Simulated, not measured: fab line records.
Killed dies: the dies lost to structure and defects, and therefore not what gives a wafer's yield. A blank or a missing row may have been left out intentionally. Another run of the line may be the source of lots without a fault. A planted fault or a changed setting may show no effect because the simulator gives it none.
Comparing a struck lot with a sound one -- flow nand harc -- 15 out of 1302 route steps
Sound: wafers L762.2, L762.4, L762.5. The struck wafers were L767.1, L767.2, L767.3. Last of all comes the cause.
For every step that has rows: the tool of each side, followed by ch and its chambers, followed by its first start. Under that, the readings that differ: sound wafers -- struck wafers -- difference of the means -- sigmas: that difference in standard deviations of wafers without a fault.
alike: readings with means less than 2 such deviations apart, plus words and numbers identical on both sides. not compared: withheld readings, readings lacking a value on some wafer, bounds such as >300 that could conceal the same value, and numbers that have no deviation in the record and whose values overlap.
A row with sigmas, a row that says differs or no value, or rows on one side alone: a step with any of these is where the two part. Numbers that don't overlap but have no deviation are shown without sigmas and don't part them. Lack of a reading on every wafer of one side parts them only where that side has two or more wafers.

NHARC_A_CONTACT_ETCH_138: etches the open film in C4F8/O2/Ar, time 311 s, target depth 1914 nm.
  sound on har cap etch-02 ch 0,1, day 26 15:20; struck on har cap etch-01 ch 0,1, day 28 08:17
  not compared: rf hours counter h
NHARC_A_CONTACT_ETCH_139: etches the open film in C4F8/O2/Ar, time 195 s, target depth 840 nm.
  sound on har cap etch-02 ch 0,1, day 26 15:37; struck on har cap etch-01 ch 0,1, day 28 08:33
  not compared: rf hours counter h
then, 1 step without rows for these wafers: NHARC_A_CONTACT_ETCH_92 (etches the open film in CH3F/O2, target depth 40 nm, time 85.7 s).
NHARC_A_CONTACT_ETCH_98: etches the open film in C4F6/O2, target depth 20 nm, time 10 s.
  sound: rie diel-08 ch 0,1,2; struck: rie diel-04 ch 0,1,3
reading,sound,struck,difference,sigmas
oes product au (a.u.),0.960 0.954 0.960,0.999 0.998 1.021,+0.048,+3
  alike: c4f6 flow sccm, drypump motor current A, mfc ar sccm, rf vpp V, showerhead plenum p Torr, throttle valve pct
  not compared: rf hours counter h
NHARC_A_CONTACT_CD_MEAS_15:
  sound on cd sem-01 at day 26 16:23; struck on cd sem-01 at day 28 09:20
  alike: cd nm
then, 4 steps without rows for these wafers: NHARC_A_CONTACT_STRIP_107 (strips in N2/H2); NHARC_A_CONTACT_STRIP_108 (strips in CF4/CHF3); NHARC_A_CONTACT_STRIP_109 (strips in O2/COS); NHARC_A_CONTACT_ETCH_110 (etches the open film in CF4/O2, target depth 60 nm, overetch 6 nm, time 33 s).
NHARC_A_CONTACT_STRIP_26: strips in O2.
  sound: rie diel-08 ch 0,2,3; struck: rie diel-07 ch 0,1,2
  alike: drypump motor current A, mfc ar sccm, oes product au, rf vpp V, showerhead plenum p Torr, throttle valve pct
  not compared: rf hours counter h
then, 1 step without rows for these wafers: NHARC_A_CONTACT_STRIP_27 (strips in post etch residue remover, time 600 s).
NHARC_A_CONTACT_ALD_18: deposits TiN, target thk 3 nm, pulse time 1 s, ald cycles 150.
  sound on ald metal-04 ch 0,1,2, day 26 17:22; struck on ald metal-03 ch 0,1,3, day 28 10:16
  alike: heater power w, precursor pulse height rel
NHARC_A_CONTACT_CVD_19: deposits W, target thk 300 nm, time 802 s.
  sound on cvd w-02 ch 0,1, day 26 17:39; struck on cvd w-02 ch 0,1, day 28 11:31
  alike: heater power w, mfc ar sccm, mfc h2 sccm, throttle valve pct
NHARC_A_CONTACT_CMP_20: polishes, t overpolish 30 s, target thk 300 nm.
  sound on cmp-02 ch 2,3, day 26 18:28; struck on cmp-03 ch 1,2,3, day 28 12:30
reading,sound,struck,difference,sigmas
time to endpoint s (s),56 61 59,123 125 126,+66,+20
  alike: motor current A, overpolish run s, slurry filter dp kPa, slurry flow ml min
NHARC_END_SORT_01:
  sound on prober-02 ch 0, day 28 15:16; struck on prober-02 ch 0, day 30 07:48
  alike: killed at array, killed at other, killed at periphery, killed dies, killed open, killed short

WHERE THEY PART
Earliest at NHARC_A_CONTACT_ETCH_98; latest, in this record, at NHARC_A_CONTACT_CMP_20. Later steps at which nothing parts them and some readings are alike: NHARC_END_SORT_01.

WHY: the cause the simulator had injected
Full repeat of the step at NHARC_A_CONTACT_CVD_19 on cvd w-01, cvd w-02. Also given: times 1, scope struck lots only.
